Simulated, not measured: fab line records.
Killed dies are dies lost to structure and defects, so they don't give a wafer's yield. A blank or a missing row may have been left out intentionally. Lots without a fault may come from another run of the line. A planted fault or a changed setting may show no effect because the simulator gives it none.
One fault through the eyes of 3 desks + flow n5 finfet + numbers are kept per desk, each desk with only its own; the story behind them comes last

## THE DEFECT DESK
Per lot, the means of the sampled wafers with a number show what the inspections along the route counted. Any lot whose mean is over 4 standard deviations away from the usual mean is out of limits and marked OUT; that distance is given in the brackets.
Columns: A = raw defect count at N5_FIN_SAQP_INSPECT_18, usual 427
| lot  | first seen here | A   |
|------|-----------------|-----|
| L388 | day 2 03:50     | 383 |
| L396 | day 4 03:44     | 416 |
| L398 | day 4 17:10     | 323 |
| L403 | day 5 21:34     | 483 |
| L409 | day 7 09:52     | 463 |
| L410 | day 7 16:28     | 508 |
Result from this desk: across the 6 lots, nothing is out of limits.

## THE TOOL OWNER'S DESK: litho track-01
The tool's own readings at N5_FIN_SAQP_COAT_10 (resist thk 90 nm): means of the sampled wafers that have a number, for each lot that ran on this tool. Any lot whose mean is over 4 standard deviations away from the usual mean is out of limits and marked OUT; that distance is given in the brackets.
Columns: A = spin speed rpm at N5_FIN_SAQP_COAT_10, usual 1500.2 rpm
| lot  | first seen here | A                        |
|------|-----------------|--------------------------|
| L388 | day 2 03:31     | 1500.7                   |
| L396 | day 4 03:19     | 1606.2 (+99 or more) OUT |
| L398 | day 4 16:44     | 1604.8 (+99 or more) OUT |
This desk finds L396, L398 out of limits, L396 being first, at day 4 03:19 (spin speed rpm at N5_FIN_SAQP_COAT_10). In limits: L388.

## THE METROLOGY DESK
What the gauges read, lot by lot, whatever tool the lot ran on: means of the sampled wafers that have a number. Any lot whose mean is over 4 standard deviations away from the usual mean is out of limits and marked OUT; that distance is given in the brackets. Of its 14 readings 7 are shown: those that lie furthest out on some lot.
Columns: A = thk nm at N5_FIN_SAQP_THK_MEAS_05, usual 37.8 nm; B = cd nm at N5_FIN_SAQP_CD_MEAS_16, usual 35.6 nm; C = FIN_CORE_OVL at N5_FIN_SAQP_OVL_MEAS_17, usual -0.3 nm; D = DIBL_N at N5_BEOL_M4_RC_MEAS_101, usual 36.4 mV/V; E = ION_P at N5_BEOL_M4_RC_MEAS_101, usual 463 uA/um; F = SS_N at N5_BEOL_M4_RC_MEAS_101, usual 71.5 mV/dec; G = VT_P at N5_BEOL_M4_RC_MEAS_101, usual -250.1 mV
| lot  | first seen here | A    | B    | C    | D    | E   | F    | G      |
|------|-----------------|------|------|------|------|-----|------|--------|
| L388 | day 2 03:08     | 38.2 | 35.5 | 0.2  | 38.2 | 467 | 71.6 | -248.9 |
| L396 | day 4 02:59     | 37.1 | 35.6 | 0.1  | 38.7 | 464 | 72.0 | -247.3 |
| L398 | day 4 16:24     | 37.3 | 35.6 | -0.4 | 35.8 | 471 | 71.6 | -246.8 |
| L403 | day 5 20:47     | 37.1 | 35.7 | -0.1 | 35.4 | 468 | 70.5 | -250.9 |
| L409 | day 7 09:07     | 37.4 | 35.3 | -0.2 | 36.6 | 465 | 71.5 | -248.5 |
| L410 | day 7 15:41     | 37.9 | 35.2 | -1.4 | 37.5 | 460 | 71.4 | -249.0 |
Result from this desk: across the 6 lots, nothing is out of limits.

## ALL TOGETHER
On L396, L398, at day 4 03:19, an alarm was possible from the tool owner's desk.
Nothing the defect desk looked at was out of limits.
From the metrology desk's view, nothing was out of limits.
The defect desk has L396, L398 on record, within its limits.
The metrology desk holds a record of L396, L398, inside its limits.
On litho track-01, each named lot ran N5_FIN_SAQP_COAT_10.

## WHAT HAD BEEN PUT IN BY THE SIMULATOR
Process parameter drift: litho track-01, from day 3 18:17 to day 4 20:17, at N5_FIN_SAQP_COAT_10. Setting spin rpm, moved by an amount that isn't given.
Shown lots that were struck: L396, L398.
Hours from the fault's start to each desk's first reading out of limits: the tool owner's desk, 9.
